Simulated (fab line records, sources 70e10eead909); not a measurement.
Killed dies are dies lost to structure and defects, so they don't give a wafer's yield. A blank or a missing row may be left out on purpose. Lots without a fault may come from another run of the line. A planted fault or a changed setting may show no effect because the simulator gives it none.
Problem report in the 8D (eight disciplines) form, filled by code | flow nand_harc | the parts of the form that need people (team, actions taken, sign-off) are left out

1. THE PROBLEM
run_length_s at NHARC_A_CONTACT_ETCH_49 reads a mean of 161.7 s on 3 wafers of 3 lots; wafers without a fault read 496.7 s with a standard deviation of 0.47. That is -99 or more standard deviations from the usual mean.
The step: etches the open film in N2/H2, target depth 260 nm, time 475.3 s.
First seen on wafer L603.4, day 25 14:56, on rie_diel-12. The record holds 44 wafers of 15 lots with a number at this step. Rule for "out", or "out of limits": more than 4 standard deviations from the usual mean. The other wafers with a number count as sound.

2. WHAT IT IS AND WHAT IT IS NOT
question                    | is                     | is not
which readings at this step | run_length_s           | drypump_motor_current_A, oes_product_au, rf_vpp_V, showerhead_plenum_p_Torr, throttle_valve_pct
which lots                  | L600, L602, L603       | L591, L592, L594, L595, L606, L608, L609, L610, L611, L612, L613, L614
which wafers of those lots  | L600.4, L602.1, L603.4 | L600.2, L600.3, L602.6, L603.2, L603.6
read on which tools         | rie_diel-12            | rie_diel-04, rie_diel-07
when                        | from day 25 14:56      | up to then (14 sound wafers); but 27 sound wafers of L600, L602, L606, L608, L609, L610, L611, L612, L613, L614 came after

3. SUSPECTS, AND WHAT RULES EACH OUT
Counting: a tool at a process step up to the reading stays a suspect if it ran every lot that is out. Sound lots after the first of them don't rule it out here, since some wafers of a struck lot are sound.
- pecvd-03 at NHARC_A_CONTACT_DEP_29 (deposits SiON, target thk 100 nm): kept. It ran every lot that is out, first L603 (day 25 13:58); its last sound lot up to then is L591 (day 21 21:16).
- rie_diel-12 at NHARC_A_CONTACT_DESCUM_47 (chemistry O2, time 3 s): kept. It ran every lot that is out, first L603 (day 25 14:46); its last sound lot up to then is L595 (day 23 13:13).
- rie_diel-12 at NHARC_A_CONTACT_ETCH_49 (etches the open film in N2/H2, target depth 260 nm, time 475.3 s): kept. It ran every lot that is out, first L603 (day 25 14:56); its last sound lot up to then is L595 (day 23 13:23). Its own readings are out on those wafers: run_length_s.
- Within rie_diel-12 at NHARC_A_CONTACT_ETCH_49: the wafers that are out ran in chamber 2; their sound lot-mates ran in chambers 0, 1, 3.
Left after counting: pecvd-03 at NHARC_A_CONTACT_DEP_29, rie_diel-12 at NHARC_A_CONTACT_DESCUM_47, rie_diel-12 at NHARC_A_CONTACT_ETCH_49.

4. THE CAUSE (what the simulator had put in)
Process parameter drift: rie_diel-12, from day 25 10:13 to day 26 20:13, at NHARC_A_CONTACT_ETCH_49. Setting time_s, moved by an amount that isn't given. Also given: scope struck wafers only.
Counting left 3 suspects, and this tool is among them.

5. THE CHAIN OF EFFECTS, in route order
Each row: a reading whose mean over the struck wafers that have a number lies more than 3 standard deviations from the usual. Only readings for which the record gives a usual standard deviation are gone through. hours: the time from each lot's start at the first step in this table that gives one to its start at this step, as a median over the lots. sigmas: the change in usual standard deviations.
hours | step                    | reading      | usual   | on struck wafers | change | sigmas
0     | NHARC_A_CONTACT_ETCH_49 | run_length_s | 496.7 s | 161.7            | -335.0 | -99 or more
The process steps in it:
- NHARC_A_CONTACT_ETCH_49: etches the open film in N2/H2, target depth 260 nm, time 475.3 s.

6. WHAT WOULD HAVE CAUGHT IT SOONER
In this record the first reading out of limits was taken at day 25 14:56, 5 hours after the fault began at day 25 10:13.
